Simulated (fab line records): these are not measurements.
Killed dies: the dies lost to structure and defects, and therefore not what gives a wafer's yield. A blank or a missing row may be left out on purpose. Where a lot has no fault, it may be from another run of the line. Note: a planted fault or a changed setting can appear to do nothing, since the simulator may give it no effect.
Matching of chambers    flow n5_finfet    3 sister chambers for N5_BEOL_M5_CURE_79 on uv_cure-02
The step cures SiCOH lowk, time 240 s. 3 wafers are shown with their chamber, then 12 later ones without.

WAFERS, EACH WITH ITS CHAMBER
wafer   chamber  wafer_temp_C_max
L081.6  1        385.6
L088.3  2        387.2
L089.4  0        387.3

WAFERS MISSING THEIR CHAMBER
wafer   wafer_temp_C_max
L091.3  386.0
L091.4  386.2
L091.6  386.1
L090.2  386.7
L090.3  387.2
L090.5  387.4
L092.2  388.2
L092.4  387.4
L092.6  387.1
L094.1  385.8
L094.2  385.7
L094.3  386.3

CHAMBER TAKEN BY EACH
wafer   from the rows above           in truth
L091.3  can't be placed: 1 or 2       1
L091.4  can't be placed: 1 or 2 or 0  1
L091.6  can't be placed: 1 or 2 or 0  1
L090.2  can't be placed: 2 or 0 or 1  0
L090.3  can't be placed: 2 or 0       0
L090.5  can't be placed: 0 or 2       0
L092.2  can't be placed: 0 or 2       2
L092.4  can't be placed: 0 or 2       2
L092.6  can't be placed: 2 or 0       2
L094.1  1                             1
L094.2  1                             1
L094.3  can't be placed: 1 or 2 or 0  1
2 of 12 placed correctly. Unplaceable from these rows: 10, with the true chamber sitting among the candidates in 10. Number placed wrongly: 0.
How it was worked out, from the rows above alone: a wafer's distance from a chamber is the root of the sum, over the readings, of the square of ((its reading less the chamber's mean) divided by the reading's scatter). The wafer belongs to the nearest chamber; if the next one is less than 2 further off, it can't be placed. The mean given for a chamber averages the wafers shown for that chamber. The scatter: with one shown wafer a chamber, the root of the mean of the squares of how far each hidden wafer lies from its nearest shown one.
